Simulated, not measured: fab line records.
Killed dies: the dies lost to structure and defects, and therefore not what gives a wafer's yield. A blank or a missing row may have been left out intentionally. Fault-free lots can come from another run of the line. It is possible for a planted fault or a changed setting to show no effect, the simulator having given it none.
fab line records    flow n5-finfet
record: lots: 4  wafers: 10  last-day: 16
route steps=1938 shown MOL_CONTACT_COAG@567 BEOL_M4@1111 PASSIVATION@1936
lots that met no fault: from a run of the same line without faults
start-h: start of the lot's first displayed wafer, in hours after the record's first day    wait-h: hours from the lot's prior step to this one    " unchanged from the row above    L1.1+2: one row covering several wafers at once    - either no value or no given start    * or withheld: withheld    < > ~ a bound
route shown NAME@n: NAME is a module with steps in the file, n the number in the route of the first one    usual: mean/standard deviation of fault-free wafers    same: alike in all rows    chamber/n: place in a boat    sites: each site's reading    _std_site: standard deviation across them    _edge_site: the outer-site mean with the inner-site mean subtracted    radius-mm: how far each site lies from the wafer's centre    mask NAME#n: copy n    behind: tool/chamber where the wafer was last shaped    hold: what put the lot on hold/how long, in hours/how the hold closed    device: names the non-switching transistor (n, p or np)    end of line: at the end of the route, the tests of the same wafers    step lacking rows: just its recipe    killed: dies lost to structure and defects at the first sort, not the wafer's yield    map: a wafer's dies, marking killed ones x, the rest . and places with no die _
set.NAME: the setting as run; set.NAME@STEP: as run at that earlier step    model.NAME: the simulator's own value behind a step, which no gauge read
a table for each step, a row for each wafer; lots at some steps of the route
services: the hour from which a tool's chamber was out of use, counted from the record's first day as start-h (under 0 if before that day), plus the number of hours and why
== steps ==
step: N5_MOL_CONTACT_COAG_COAT_78
recipe: resist: CAR-EUV  spin-rpm: 1500  resist-thk-nm: 40
step: N5_MOL_CONTACT_COAG_EBR_80
recipe: solvent: PGMEA  ebr-width-mm: 1.5
step: N5_MOL_CONTACT_COAG_SOFTBAKE_79
recipe: temp-c: 110  time-s: 60  resist: CAR-EUV
step: N5_MOL_CONTACT_COAG_EXPOSE_81
recipe: mask-id: VG  na: 0.33  source-shape: annular  sigma-inner: 0.3  sigma-outer: 0.7  polarization: unpolarized  defocus-nm: 0  dose-mj: 59.5
step: N5_MOL_CONTACT_COAG_PEB_82
recipe: peb-temp-c: 100  peb-time-s: 60  resist: CAR-EUV
step: N5_MOL_CONTACT_COAG_DEVELOP_83
recipe: develop-time-s: 30  developer: TMAH  resist: CAR-EUV  rinse-liquid: surfactant-rinse  dry: air-spin  dev-temp-c: 23
step: N5_MOL_CONTACT_COAG_DESCUM_88
recipe: chemistry: O2  time-s: 7  source-power-w: 50  bias-power-w: 20  pressure-mtorr: 20  rf-frequency-hz: 2.712e+07  temp-c: 40  resist: CAR-EUV  o2-flow-sccm: 225
step: N5_MOL_CONTACT_COAG_ETCH_89
recipe: chemistry: N2/H2  target: underlayer  target-depth-a: 130  mask-material: CAR-EUV  time-s: 10.4  ion-energy-ev: 200  pressure-mtorr: 30  source-w: 840  bias-w: 150  n2-flow-sccm: 200  h2-flow-sccm: 200  ends: cleared
step: N5_MOL_CONTACT_COAG_ETCH_90
recipe: chemistry: CF4  target: SiARC  target-depth-a: 130  mask-material: CAR-EUV  time-s: 21.7  ion-energy-ev: 80  pressure-mtorr: 40  source-w: 545  bias-w: 36  Ar_flow_sccm: 100  cf4-flow-sccm: 100  ends: cleared
step: N5_MOL_CONTACT_COAG_ALD_131
recipe: material: SiO2  target-thk-a: 50  temp-c: 100  ald-precursor-family: BDEAS  ald-co-reactant: O2-plasma  pulse-time-s: 1  co-reactant-pulse-time-s: 1  purge-time-s: 2  co-reactant-purge-time-s: 2  ald-cycles: 35  pressure-torr: 2
usual: ald-cycles: 35/0  heater-power-w: 82/9.2  precursor-pulse-height-rel: 1.002/0.018  susceptor-temp-C: 99.97/0.13
lot.wafer  tool        chamber  start-h  wait-h  ald-cycles  heater-power-w  precursor-pulse-height-rel  susceptor-temp-C  model.SiO2_of_MOL_CONTACT_COAG_ALD_131.thk-nm
L469.1     ald-sin-01  2        140.09   0.1     35          97              1.016                       100.03            5
L469.3     "           3        "        "       35          82              0.989                       99.90             5
L469.6     "           2        "        "       35          94              1.046                       99.83             5
L473.5     ald-sin-01  3        168.24   0.1     47          80              1.003                       99.91             6.8
L473.6     "           2        "        "       35          97              1.017                       100.24            5
L474.1     ald-sin-01  0        171.46   0.1     35          69              1.027                       100.07            5
L474.5     "           3        "        "       47          82              0.980                       99.93             6.8
L484.3     ald-sin-04  1        230.37   0.1     35          76              0.984                       99.93             5
L484.4     "           2        "        "       35          87              1.007                       100.02            5
L484.5     "           0        "        "       35          67              0.973                       99.76             5
step: N5_MOL_CONTACT_COAG_ETCHBACK_132
recipe: chemistry: CHF3  target: SiO2  target-depth-a: 100  time-s: 6.7  ion-energy-ev: 200  pressure-mtorr: 30  source-w: 610  bias-w: 170  Ar_flow_sccm: 200  CHF3_flow_sccm: 50
step: N5_MOL_CONTACT_COAG_ETCH_91
recipe: chemistry: N2/H2  target: SOC  target-depth-a: 600  overetch-a: 210  mask-material: SiARC  temp-c: 40  time-s: 101.2  ion-energy-ev: 200  pressure-mtorr: 30  source-w: 840  bias-w: 150  n2-flow-sccm: 200  h2-flow-sccm: 200
step: N5_MOL_CONTACT_COAG_STRIP_92
recipe: chemistry: N2/H2  temp-c: 40  n2-flow-sccm: 200  h2-flow-sccm: 200  rf-frequency-hz: 6e+07
step: N5_MOL_CONTACT_COAG_STRIP_93
recipe: chemistry: N2/H2  temp-c: 40  n2-flow-sccm: 200  h2-flow-sccm: 200  rf-frequency-hz: 6e+07
step: N5_MOL_CONTACT_COAG_ETCHBACK_135
recipe: chemistry: CHF3  target: SiO2  target-depth-a: 250  time-s: 16.7  ion-energy-ev: 200  pressure-mtorr: 30  source-w: 610  bias-w: 170  Ar_flow_sccm: 200  CHF3_flow_sccm: 50
step: N5_MOL_CONTACT_COAG_STRIP_118
recipe: chemistry: CHF3  resist: SiARC  rf-frequency-hz: 6e+07
step: N5_MOL_CONTACT_COAG_VIA_ETCH_46
recipe: chemistry: C4F6/O2  target-depth-a: 460  overetch-a: 92  mask-material: SOC  target: SiO2  bias-w: 455  pressure-mtorr: 10  time-s: 40  source-w: 325  Ar_flow_sccm: 300  C4F6_flow_sccm: 10  O2_flow_sccm: 10  ion-energy-ev: 575.3  ends: end-point
step: N5_MOL_CONTACT_COAG_STRIP_96
recipe: chemistry: N2/H2  power-w: 500  temp-c: 40  pressure-mtorr: 50  rf-frequency-hz: 6e+07  overash-fraction: 0.3  bias-power-w: 28  h2-frac: 0.5  n2-flow-sccm: 300  h2-flow-sccm: 300
step: N5_MOL_CONTACT_COAG_ETCH_47
recipe: chemistry: CH3F/O2  target: SiNx  target-depth-a: 270  mask-material: SiO2  stop-on: W  over-etch-frac: 0.2  ion-energy-ev: 120  endpoint: OES-CN  pressure-mtorr: 30  source-w: 395  bias-w: 73  Ar_flow_sccm: 150  CH3F_flow_sccm: 30  O2_flow_sccm: 20  ends: end-point
step: N5_MOL_CONTACT_COAG_STRIP_119
recipe: chemistry: N2/H2  time-s: 30  power-w: 1000  temp-c: 250  pressure-mtorr: withheld  n2-flow-sccm: 1750  h2-flow-sccm: 3250
step: N5_MOL_CONTACT_COAG_PRECLEAN_144
recipe: chemistry: alkaline-clean  temp-c: 60  time-s: 60  do-ppb: 50
step: N5_MOL_CONTACT_COAG_SRD_145
recipe: dry: ipa-marangoni  time-s: 30  temp-c: 23  rinse-liquid: diw
step: N5_MOL_CONTACT_COAG_COAT_62
recipe: resist: SOC  temp-c: 250  time-s: 60  spin-rpm: 1500  resist-thk-nm: 60
step: N5_MOL_CONTACT_COAG_COAT_63
recipe: resist: SiARC  temp-c: 220  time-s: 60  spin-rpm: 1500  resist-thk-nm: 10
step: N5_MOL_CONTACT_COAG_COAT_64
recipe: resist: underlayer  temp-c: 205  time-s: 60  spin-rpm: 1500  resist-thk-nm: 10
step: N5_MOL_CONTACT_COAG_COAT_34
recipe: resist: CAR-EUV  spin-rpm: 1500  resist-thk-nm: 40
step: N5_MOL_CONTACT_COAG_EBR_36
recipe: solvent: PGMEA  ebr-width-mm: 1.5
step: N5_MOL_CONTACT_COAG_SOFTBAKE_35
recipe: temp-c: 110  time-s: 60  resist: CAR-EUV
step: N5_MOL_CONTACT_COAG_EXPOSE_37
recipe: mask-id: VD  na: 0.33  source-shape: annular  sigma-inner: 0.3  sigma-outer: 0.7  polarization: unpolarized  defocus-nm: 0  dose-mj: 62
step: N5_MOL_CONTACT_COAG_PEB_38
recipe: peb-temp-c: 100  peb-time-s: 60  resist: CAR-EUV
step: N5_MOL_CONTACT_COAG_DEVELOP_39
recipe: develop-time-s: 30  developer: TMAH  resist: CAR-EUV  rinse-liquid: surfactant-rinse  dry: air-spin  dev-temp-c: 23
step: N5_MOL_CONTACT_COAG_DESCUM_45
recipe: chemistry: O2  time-s: 7  source-power-w: 50  bias-power-w: 20  pressure-mtorr: 20  rf-frequency-hz: 2.712e+07  temp-c: 40  resist: CAR-EUV  o2-flow-sccm: 225
step: N5_MOL_CONTACT_COAG_ETCH_65
recipe: chemistry: N2/H2  target: underlayer  target-depth-a: 130  mask-material: CAR-EUV  time-s: 10.4  ion-energy-ev: 200  pressure-mtorr: 30  source-w: 840  bias-w: 150  n2-flow-sccm: 200  h2-flow-sccm: 200  ends: cleared
step: N5_MOL_CONTACT_COAG_ETCH_66
recipe: chemistry: CF4  target: SiARC  target-depth-a: 130  mask-material: CAR-EUV  time-s: 21.7  ion-energy-ev: 80  pressure-mtorr: 40  source-w: 545  bias-w: 36  Ar_flow_sccm: 100  cf4-flow-sccm: 100  ends: cleared
step: N5_MOL_CONTACT_COAG_ALD_133
recipe: material: SiO2  target-thk-a: 50  temp-c: 100  ald-precursor-family: BDEAS  ald-co-reactant: O2-plasma  pulse-time-s: 1  co-reactant-pulse-time-s: 1  purge-time-s: 2  co-reactant-purge-time-s: 2  ald-cycles: 35  pressure-torr: 2
step: N5_BEOL_M4_RC_MEAS_101
usual: DIBL_N: 36.3/1.7  DIBL_P: 36.5/1.8  IOFF_N: 0.16/0.033  IOFF_P: 0.21/0.037  ION_N: 675/11  ION_P: 462/7.9  SS_N: 71.6/0.64  SS_P: 73.3/0.68  VT_N: 249/3.3  VT_P: -250/3.3
lot.wafer  tool       chamber  start-h  wait-h  DIBL_N[mV/V]  DIBL_P[mV/V]  IOFF_N[nA/um]  IOFF_P[nA/um]  ION_N[uA/um]  ION_P[uA/um]  SS_N[mV/dec]  SS_P[mV/dec]  VT_N[mV]  VT_P[mV]
L469.1     prober-02  0        198.02   0.0     37.5          37.3          0.17           0.25           683           467           72.0          73.1          247       -247
L469.3     "          0        "        "       37.4          38.3          0.16           0.25           670           460           71.1          73.2          253       -246
L469.6     "          0        "        "       37.6          38.0          0.17           0.25           681           471           71.4          73.1          248       -248
L473.6     prober-01  0        226.03   0.8     36.9          36.5          0.18           0.21           671           458           71.9          73.2          247       -252
L474.1     prober-02  0        231.02   0.0     36.1          36.2          0.17           0.22           676           463           72.2          73.2          249       -250
L484.3     prober-02  0        298.49   0.3     40.3          39.9          0.24           0.24           693           461           73.0          74.6          246       -254
L484.4     "          0        "        "       40.2          39.7          0.24           0.24           703           466           72.2          74.6          243       -249
L484.5     "          0        "        "       36.1          35.1          0.14           0.17           676           458           71.3          72.9          251       -250
step: N5_PASSIVATION_PROBE_49
usual: defect-limited-yield: 91.3/1.5  killed_at_M0_to_M3: 34/9.4  killed_at_M4_up: 13/5.3  killed-at-contacts: 13/5.7  killed-at-front-end: 40/10  killed-at-other: 3.7/2.8  killed-dies: 103/17  killed-on-rim: 13/4.2  killed-open: 67/13  killed-short: 35/8.5  sort_bin_5_function: 5.0/0.98  sort_bin_6_memory: 3.3/0.7  sort-n-pass: 1077/17  sort-yield-pct: 91.3/1.5
same: gross-dies: 1180  killed-at-back-side: 0  sort_bin_4_leakage[%]: 0  sort_bin_8_speed[%]: 0
lot.wafer  tool       chamber  start-h  wait-h  defect-limited-yield[%]  killed_at_M0_to_M3  killed_at_M4_up  killed-at-contacts  killed-at-front-end  killed-at-other  killed-dies  killed-on-rim  killed-open  killed-short  sort_bin_5_function[%]  sort_bin_6_memory[%]  sort-n-pass  sort-yield-pct[%]
L473.5     prober-02  -        331.84   0.2     9.4                      30                  14               971                 51                   3                1069         136            68           47            86.9                    3.3                   111          9.4
L474.1     prober-01  -        332.57   0.0     92.8                     25                  17               14                  28                   1                85           10             57           26            4.8                     2.3                   1095         92.8
L474.5     prober-01  -        332.77   0.2     10.6                     43                  17               956                 38                   1                1055         132            79           39            85.3                    3.6                   125          10.6
killed by level:class
L473.5 MOL_CONTACT_COAG:area-ald=954 MOL_CONTACT_COAG:geometric-particle:open=13 FIN_SAQP:geometric-particle:short=12 FIN_SAQP:geometric-particle:open=10 BEOL_M4:geometric-particle:open=7 BEOL_M0_SAQP:geometric-particle:short=6 BEOL_M0_SAQP:geometric-particle:open=6 BEOL_M2:geometric-particle:open=6
L474.1 MOL_CONTACT_COAG:geometric-particle:open=10 STI_FIN_REVEAL:geometric-particle:open=7 BEOL_M3:geometric-particle:open=7 GATE_CUT:geometric-particle:open=7 GATE_CUT:geometric-particle:short=5 BEOL_M4:geometric-particle:open=5 MOL_CONTACT_COAG:geometric-particle:short=4 BEOL_M0_SAQP:geometric-particle:short=3
L474.5 MOL_CONTACT_COAG:area-ald=937 BEOL_M3:geometric-particle:open=21 MOL_CONTACT_COAG:geometric-particle:open=13 FIN_SAQP:geometric-particle:short=8 BEOL_M0:geometric-particle:open=7 GATE_CUT:geometric-particle:short=6 MOL_CONTACT_COAG:geometric-particle:short=6 BEOL_M1:geometric-particle:open=5
map L473.5 (x killed, . not)
_________________.xxxxxxxx..x________________
______________xxxxxxxxxxxxxxxxxx_____________
___________xx.xxxx.xxxx.xxxxxxxx.xx__________
__________xxxxx.xxxxxxxxxxx.xxxxxxxx_________
________.xxxxxxxxxxxxxxx.xxxxxxxx.xx.x_______
_______xxxxxxxxxxxx.xxx.x.x.xxxxxxxxxxx______
______xxxxxx.xxxxxxxxxx.xxxxx..xxxxxxxxx_____
_____xx.xxxxxxxxxxxx.xxxxxxxxxxxxxxxxxxx.____
____xxxxxxxxxxxxxxxxxxxxxxxxxxxxxxxxxxxxxx___
___x.xxxxxxxxxxxx.xx.xxxxxxxxx..xxx.x.xxxxx__
___...xxxxxxxxxx.xxxxxxxxxxxxxxx.xxxxxxxxxx__
__xxxxx.xxxx.xxxxxxx.xxxxxxxxxxxxxxxxxxxxxxx_
__xxxxxx.xxxxxxxxxxxxxxxxxx.x.xxxxxxx.xxxxxx_
_xxxxxxxxxxxxxx.xxxxxxxxxxx.xx.x.xxxx.xxxxxxx
_xxx.xxxxx.xxxxxxxxxxxxxx.xxxxxxxxxxxxxxxxxx.
_xxxxxxxxxxxxxx.xxxxxxxxx.xxxxxxx.xxxxxxxxxxx
_xxxxxxxxxx.xx.xxxxxxxxxxxxxxxxxxxxxxxxxx.xxx
_xxxxxxxx..xx.xxxxxxxx.xxxxxxxxxxxxxxxxxxxxxx
_xxxxxxxxxxxxxxxxxxxxxxxxxxxxxxxxxxxxxxx.x.xx
_xxxxx..xxxxx.xx.xxxxxxxxxxxxxxx..xxxx.xxxxx.
_xxx.xx..x.xx.xxxxxxxxxxxxxxxxx.xxxxxxxxxxxxx
__xxxxxxxxxxxxxxxxxxx.x.xxxxxxxxxxxxxxxxxxx._
__xx.xxxxxxxxxx.xxxxxxxxxxxxxxxxxxxxxxxxxxxx_
___x.xxx.xx.xxxxxxxx.xxxxxxxxxxx.xxxxxxxxxx__
___xxxxxxxxxxxxxxxxxxxxxxxxx.xxxxxxxxxxxxxx__
____xxx.xxxxxxxxxxxxxxxxxxxxxxxxxxxxxxxxxx___
_____xxxxxxxxxxxxxxxxxxxxxxx..xxxxx.xxx.x____
______xxx.xxxxxxxxxxxx..xxxxxxxxxxxxx.xx_____
_______xxx.xxxxxxxxxxxxxxxxxxxxxxxxxxxx______
________xxxxxxxxx.xxxxxxxxxx.xxxxxxxxx_______
__________xx.xxxxxxxxxxxxx.xx.xxx.xx_________
___________xxxxxxxxxxxxxxxxx.xxxxxx__________
______________xxxx.xx.xxxxx.xxxx_____________
_________________.xxxxxxx.xxx________________
map L474.5 (x killed, . not)
_________________xxxxxxxxx..x________________
______________xxxxxxx.xxxx.x.xxx_____________
___________xxxxxx.xxxx.x.xxxxx.xxxx__________
__________x.xxxxxxxxxxxxx..xxxxxxxxx_________
________..xxxx.xxxxxxxx.xxxxxxxxxxxxxx_______
_______xxxxxxxxxxxxxxxxxx.xxxxxxxxxxxxx______
______xxxxxx..xx.xxxxx.xxxx.xxxxxxxxxxxx_____
_____.xxxxxxxxxxxx..xxxxxx.xxxxxxxxxxxxxx____
____xxxxxxxxxxxxxx..xxxxxxxxxxxxxxxxxxxxxx___
___xxxxxxxxxxx.xxxxxx.x.x.xxxxx..xx.xxxxxxx__
___xxxxxxxx.x..x.xxxxxx.xxxxxxxxxxxxxxxxxxx__
__.xxxxxxxxx.xxxxxxxxxxxxxxx.xxxxxxxxxx..xxx_
__xxxxxxx.xxxx.xxxxx.xxxxxxxxxxxxxxxxxxxxxxx_
_xxxxx.xx.xxxxxxxxxxxxxxxxxxxxxxxxxxx.x.xxxxx
_xxxxxxx..xxx.xxxxxxxxxxxxxxxxxxxxxxx.xxxxxxx
_xxxxxxxxx.xxxx.xxxxxxxxxxxxxxxxxxxxx.xxxxxxx
_.xxxxxxxxxxxxxxxxxxxx.xxxxxxx.xxx.xxx.xx.xxx
_xxx.xxxx..xxxxxxxxxxxxxxxxx..xxxxxxx.xxxxxxx
_xxxxxxx.xxxxxxxxxxxxxx.xxxxxxx.xxxxx.xxxxxx.
_xxxxxxxxxxxxxxxxxxxxxxxxxxxxxxx.xxxxxxxxxxx.
_xxxxxxxxxxxxxxxxx.xxxxxxxxxx.xxxxxxxxxxx.x.x
__.xxxxxxxxxxxxxxx.xxxxxxxxxxxxxxxxxxxxxxxxx_
__xxxxxxxxxxxxxxxxxxxxxxxxxxxxxxxxxxxxxxxxxx_
___xxxxxxxxxxxxx..xx.xxxxxxxxxxxxxxxxx.xxxx__
___xxxxxxxxxxxxxxxxxxxx.xx.xx..xxxxx.xxxxxx__
____xxxx.xxxxxxxxxxxxxxxxxxxxxxxxxxx.xxxxx___
_____..xxx.xxxxxxx.xxxxxxxxx.xxxxxxxxxxxx____
______xxxxx...xx.x.xxxxxxxxxxxxxxxxxxx.x_____
_______x.xxxxx.xxxxxxxx.xxxxxxxxxxxxxxx______
________xxxxx.xxx..xxxxxxx.x.xxxxxxxxx_______
__________xxxxxxxxxx.xxxxxxxx.xxxx.x_________
___________xxxxxxx.xx.xxx.xxxxxxxxx__________
______________xxxx.xxx.xx.xxxxxx_____________
_________________.x.xxxxxxxxx________________
== services ==
tool        chamber  start-h  hours  kind
ald-sin-01  3        124.75   5.7    repair
ald-sin-01  3        131.07   3.9    repair
ald-sin-01  1        137.73   1.7    repair
ald-sin-01  1        169.45   5.0    repair
ald-sin-01  -        176.97   14.0   pm
ald-sin-01  0        176.97   14.0   vent-cycle
ald-sin-01  1        176.97   14.0   vent-cycle
ald-sin-01  2        176.97   14.0   vent-cycle
ald-sin-01  3        176.97   14.0   vent-cycle
ald-sin-01  0        190.97   -      clean
ald-sin-01  1        190.97   -      clean
ald-sin-01  2        190.97   -      clean
ald-sin-01  3        190.97   -      clean
ald-sin-01  -        210.29   14.6   pm
ald-sin-04  3        224.90   1.6    repair
== key ==
first-sign: step: N5_MOL_CONTACT_COAG_ALD_131  reading: ald-cycles  direction: up  sigmas: 99+  usual: *  struck: *
effect: step: N5_PASSIVATION_PROBE_49  reading: killed-at-contacts  direction: up  sigmas: 99+  usual: 13  struck: 964
model-effect: step: N5_MOL_CONTACT_COAG_ALD_131  value: SiO2_of_MOL_CONTACT_COAG_ALD_131.thk-nm  without: 5  struck: 6.8
more-kills-born-at: N5_MOL_CONTACT_COAG_ALD_131@ald-sin-01: 1891
met-at N5_MOL_CONTACT_COAG_ALD_131
struck-wafers L473.5,L474.5
later-rows-left-out L473.5,L474.5
onset-between 140.09 168.24
fault: kind: process-parameter-drift  tool: ald-sin-01  chamber: -  onset-h: 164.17  steps: N5_MOL_CONTACT_COAG_ALD_131  channel: ald-cycles  offset: *  shape: step  end-h: 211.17  scope: struck-wafers-only  acts-in: *  stated: *
later-rows-left-out: the simulator's readings of these wafers behind a module that went badly wrong aren't trusted and aren't shown, but for the sort
